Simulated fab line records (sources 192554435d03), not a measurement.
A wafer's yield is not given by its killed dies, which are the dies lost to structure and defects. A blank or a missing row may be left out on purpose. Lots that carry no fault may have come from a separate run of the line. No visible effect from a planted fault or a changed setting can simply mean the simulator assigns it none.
Struck lot and sound lot, side by side :: flow n5-finfet :: 16 out of 1938 route steps
Sound: these wafers, L231.1, L231.5, L231.6. Struck: wafers L219.2, L219.5. The cause comes at the end.
Order at every step that has rows: each side's tool, ch and its chambers, its first start. Under that, the readings that differ: sound wafers :: struck wafers :: difference of the means :: sigmas: that difference in standard deviations of wafers without a fault.
alike: a reading whose means differ by less than 2 such deviations, as well as words and numbers matching on both sides. not compared: withheld readings; readings where some wafer has no value; bounds like >300 that might hide an equal value; numbers whose values overlap and for which the record gives no deviation.
The two part at a step that has a row with sigmas, a row that says differs or no value, or rows on one side only. Non-overlapping numbers with no deviation appear without sigmas and do not part them. A reading missing from all wafers of one side parts the sides only when that side holds two or more wafers.

N5_HKMG_FIN_INSPECT_61: inspects for defects (macro).
  sound: defect-inspect-02 at day 8 04:11; struck: defect-inspect-01 at day 5 07:02
  alike: raw-defect-count
then, 1 step without rows for these wafers: N5_HKMG_FIN_DESCUM_53 (chemistry O2, time 7.9 s).
N5_HKMG_FIN_ETCH_54: etches SiARC in CF4, target depth 45.5 nm, time 75.8 s.
  sound on rie-diel-02 ch 1,2, day 8 04:16; struck on rie-diel-05 ch 1, day 5 07:07
reading: etch-rf-on-time-s (s)
sound: 74.1 76.8 74.6
struck: 83.3 83.2
difference: +8.1
sigmas: +3
  alike: drypump-motor-current-A, oes-product-au, rf-vpp-V, showerhead-plenum-p-Torr, throttle-valve-pct
  not compared: rf-hours-counter-h
then, 2 steps without rows for these wafers: N5_HKMG_FIN_ETCH_55 (etches SOC in N2/H2, target depth 240 nm, time 300 s); N5_HKMG_FIN_STRIP_56 (strips in N2/H2).
N5_HKMG_FIN_STRIP_57: strips in CF4.
  sound on rie-diel-02 ch 1,2, day 8 04:31; struck on rie-diel-05 ch 1, day 5 07:22
  alike: drypump-motor-current-A, oes-product-au, rf-vpp-V, showerhead-plenum-p-Torr, throttle-valve-pct
  not compared: rf-hours-counter-h
N5_HKMG_FIN_ETCH_58: etches SOC in N2/H2, target depth 215.8 nm, time 741 s.
  sound on rie-diel-02 ch 1,2, day 8 04:32; struck on rie-diel-05 ch 1, day 5 07:23
reading: throttle-valve-pct (%)
sound: 18.3 18.2 18.3
struck: 17.6 17.6
difference: -0.7
sigmas: -2
  alike: drypump-motor-current-A, oes-product-au, rf-vpp-V, showerhead-plenum-p-Torr
  not compared: rf-hours-counter-h
N5_HKMG_FIN_STRIP_93: strips SOC in N2/H2, time 20 s.
  sound on rie-diel-02 ch 1,2, day 8 04:58; struck on rie-diel-05 ch 1, day 5 07:48
reading: throttle-valve-pct (%)
sound: 20.2 19.7 20.2
struck: 18.9 18.9
difference: -1.1
sigmas: -2
  alike: drypump-motor-current-A, oes-product-au, rf-vpp-V, showerhead-plenum-p-Torr
  not compared: rf-hours-counter-h
then, 4 steps without rows for these wafers: N5_HKMG_FIN_WET_ETCH_76 (etches Al2O3 in dNH4OH, stops on La2O3, target depth 2.25 nm, rinse time 30 s); N5_HKMG_FIN_STRIP_60 (strips in N2/H2, time 360 s); N5_HKMG_FIN_WET_ETCH_77 (etches La2O3 in dHCl, stops on HfO2, target depth 2 nm); N5_HKMG_FIN_WET_ETCH_78 (etches Al2O3 in dNH4OH, stops on La2O3, target depth 4.5 nm, rinse time 30 s).
N5_HKMG_FIN_ALD_79: deposits TiN, target thk 1.5 nm, pulse time 1 s, purge time 3 s.
  sound on ald-metal-03 ch 2,3, day 8 05:36; struck on ald-metal-03 ch 1, day 5 08:26
reading: model.TiN_of_HKMG_FIN_ALD_79.thk-nm (nm)
sound: 1.6 1.4 1.4
struck: 0.8 0.8
difference: -0.7
sigmas: 
  alike: chamber-pressure-Torr, heater-power-w, precursor-pulse-height-rel
N5_HKMG_FIN_CVD_62: deposits a-Si from Si2H6, target thk 3 nm, time 20.8 s.
  sound on thermal-cvd-si-01 ch 1,2, day 8 05:58; struck on thermal-cvd-si-01 ch 0,2, day 5 08:48
  alike: chamber-pressure-Torr, heater-power-w
-- a jump in the record: the struck wafers' starts before and after are 4 days apart (it breaks off in module HKMG_FIN and resumes in module BEOL_M4, where the first step shown is number 1111 of the route) --
N5_BEOL_M4_RC_MEAS_101:
  sound on prober-02 ch 0, day 13 02:37; struck on prober-02 ch 0, day 9 15:53
  alike: DIBL_N, DIBL_P, IOFF_N, IOFF_P, ION_N, ION_P, SS_N, SS_P, VT_N, VT_P
N5_PASSIVATION_PROBE_49:
  the record holds rows for the sound wafers here (prober-01, day 17 18:22) but none for the struck ones

## WHERE THEY PART
First at N5_HKMG_FIN_ETCH_54; last, within this record, at N5_PASSIVATION_PROBE_49.

WHY: whatever the simulator had introduced
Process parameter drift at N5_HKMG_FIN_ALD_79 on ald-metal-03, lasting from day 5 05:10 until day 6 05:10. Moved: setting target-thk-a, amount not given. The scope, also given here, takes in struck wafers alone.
